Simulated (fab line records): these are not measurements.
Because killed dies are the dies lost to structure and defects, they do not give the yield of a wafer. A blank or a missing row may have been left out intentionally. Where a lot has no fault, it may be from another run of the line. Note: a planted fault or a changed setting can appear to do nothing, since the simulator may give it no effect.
Check of tool commonality + flow nandHarc + 30 wafers sampled across 10 lots

== WHY THIS WAS OPENED ==
On 2 of the 10 lots, a flag is raised at NHARC_P_M0_CD_MEAS_09 on the reading cdNm. Wafers without a fault read 89.8 nm, standard deviation 0.5.
Rule: a lot gets a flag if all its wafers with a number sit over 4 standard deviations from that mean, or if no wafer of it has a number. The other lots count as sound.

| lot  | measured     | on       | cdNm (nm), wafer by wafer | flag    |
|------|--------------|----------|---------------------------|---------|
| L833 | day 6 18:49  | cdSem-02 | 89.8 89.4 89.6            |         |
| L836 | day 8 02:55  | cdSem-01 | 89.4 89.3 89.7            |         |
| L837 | day 8 18:14  | cdSem-03 | 90.3 89.8 89.8            |         |
| L838 | day 9 03:07  | cdSem-01 | 89.9 89.8 89.8            |         |
| L842 | day 10 18:10 | cdSem-03 | 89.6 89.1 89.3            |         |
| L843 | day 11 04:49 | cdSem-01 | 89.4 89.2 89.4            |         |
| L845 | day 12 01:33 | cdSem-03 | 89.5 89.5 89.8            |         |
| L850 | day 14 06:32 | cdSem-02 | 84.6 84.3 83.5            | FLAGGED |
| L852 | day 14 22:14 | cdSem-02 | 89.3 90.3 90.6            |         |
| L854 | day 15 17:55 | cdSem-02 | 85.4 84.7 85.6            | FLAGGED |
Average over the flagged lots: 84.7 nm; offset from the usual -5.1 nm, equal to -10 standard deviations.

== WHICH TOOL EACH LOT WENT THROUGH ==
Before the reading, the record contains 3 process steps out of a 1302-step route. Read each cell as the tool, then ch plus the chambers that the sampled wafers visited, then the start.
| lot  | flag    | NHARC_P_CONTACT_ETCH_36                      | NHARC_P_CONTACT_STRIP_28          | NHARC_P_M0_EXPOSE_06              |
|------|---------|----------------------------------------------|-----------------------------------|-----------------------------------|
| L833 |         | rieDiel-09 ch 0,2,3, day 6 15:43 or earlier  | rieDiel-05 ch 1,2,3, day 6 15:49  | arfiScanner-02 ch 0, day 6 18:41  |
| L836 |         | rieDiel-05 ch 1,2,3, day 7 23:47 or earlier  | rieDiel-09 ch 1,3, day 7 23:51    | arfiScanner-03 ch 0, day 8 02:47  |
| L837 |         | rieDiel-09 ch 0,1,3, day 8 15:15 or earlier  | rieDiel-05 ch 2,3, day 8 15:19    | arfiScanner-03 ch 0, day 8 18:05  |
| L838 |         | rieDiel-05 ch 0,1,2, day 9 00:07 or earlier  | rieDiel-07 ch 1,2,3, day 9 00:13  | arfiScanner-03 ch 0, day 9 02:59  |
| L842 |         | rieDiel-07 ch 1,2,3, day 10 15:07 or earlier | rieDiel-07 ch 2,3, day 10 15:11   | arfiScanner-02 ch 0, day 10 18:01 |
| L843 |         | rieDiel-07 ch 0,1, day 11 01:43 or earlier   | rieDiel-07 ch 0,2, day 11 01:47   | arfiScanner-03 ch 0, day 11 04:41 |
| L845 |         | rieDiel-09 ch 0,1,2, day 11 22:24 or earlier | rieDiel-09 ch 1,2,3, day 11 22:30 | arfiScanner-03 ch 0, day 12 01:25 |
| L850 | FLAGGED | rieDiel-07 ch 0,1,3, day 14 03:26 or earlier | rieDiel-07 ch 1,2,3, day 14 03:30 | arfiScanner-02 ch 0, day 14 06:23 |
| L852 |         | rieDiel-09 ch 0,1,2, day 14 19:05 or earlier | rieDiel-07 ch 0,1,3, day 14 19:10 | arfiScanner-01 ch 0, day 14 22:05 |
| L854 | FLAGGED | rieDiel-09 ch 0,3, day 15 14:49 or earlier   | rieDiel-09 ch 0,3, day 15 14:53   | arfiScanner-02 ch 0, day 15 17:47 |
What these steps do:
- NHARC_P_CONTACT_ETCH_36: etches the open film in N2/H2, target depth 260 nm, time 406.25 s.
- NHARC_P_CONTACT_STRIP_28: strips in O2.
- NHARC_P_M0_EXPOSE_06: exposes mask P M0, target cd 90 nm.
- NHARC_P_M0_CD_MEAS_09: target cd 90 nm.

== FLAGGED AGAINST TOTAL, ONE TOOL AT A TIME (gauges that did the reading follow at the end) ==
| step                     | tool           | lots run | flagged | share of the flagged lots | sound lots run after its first flagged lot |
|--------------------------|----------------|----------|---------|---------------------------|--------------------------------------------|
| NHARC_P_CONTACT_ETCH_36  | rieDiel-05     | 2        | 0       | none                      | -                                          |
| NHARC_P_CONTACT_ETCH_36  | rieDiel-07     | 3        | 1       | some                      | 0                                          |
| NHARC_P_CONTACT_ETCH_36  | rieDiel-09     | 5        | 1       | some                      | 0                                          |
| NHARC_P_CONTACT_STRIP_28 | rieDiel-05     | 2        | 0       | none                      | -                                          |
| NHARC_P_CONTACT_STRIP_28 | rieDiel-07     | 5        | 1       | some                      | 1 (L852)                                   |
| NHARC_P_CONTACT_STRIP_28 | rieDiel-09     | 3        | 1       | some                      | 0                                          |
| NHARC_P_M0_EXPOSE_06     | arfiScanner-01 | 1        | 0       | none                      | -                                          |
| NHARC_P_M0_EXPOSE_06     | arfiScanner-02 | 4        | 2       | all                       | 0                                          |
| NHARC_P_M0_EXPOSE_06     | arfiScanner-03 | 5        | 0       | none                      | -                                          |
| NHARC_P_M0_CD_MEAS_09    | cdSem-01       | 3        | 0       | none                      | -                                          |
| NHARC_P_M0_CD_MEAS_09    | cdSem-02       | 4        | 2       | all                       | 1 (L852)                                   |
| NHARC_P_M0_CD_MEAS_09    | cdSem-03       | 3        | 0       | none                      | -                                          |
NHARC_P_CONTACT_ETCH_36: start missing for some lots; hours and lot order therefore follow NHARC_P_CONTACT_CD_MEAS_19.

== WHAT THE TABLE PERMITS ==
Every flagged lot went through 2 rows of the table: arfiScanner-02 at NHARC_P_M0_EXPOSE_06 and cdSem-02 at NHARC_P_M0_CD_MEAS_09.
- arfiScanner-02 at NHARC_P_M0_EXPOSE_06 ran 4 lots, 2 of them flagged. Last sound lot L842 at day 10 18:01, first flagged lot L850 at day 14 06:23; a fault beginning in between fits. Its own readings (exposureDoseMJCm2) fall more than 4 standard deviations out on all wafers of the flagged lots.
- cdSem-02 at NHARC_P_M0_CD_MEAS_09 ran 4 lots, 2 of them flagged. Sound lots ran on it after the first flagged one (L852), which a lasting fault on the whole tool wouldn't allow.
One tool is left: arfiScanner-02 at NHARC_P_M0_EXPOSE_06.

== WHAT THE SIMULATOR PUT IN ==
Process parameter drift: arfiScanner-02, from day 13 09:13 on, at NHARC_P_M0_EXPOSE_06. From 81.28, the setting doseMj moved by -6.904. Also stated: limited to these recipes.
Shown lots that were struck: L850, L854. The rule above found the same.
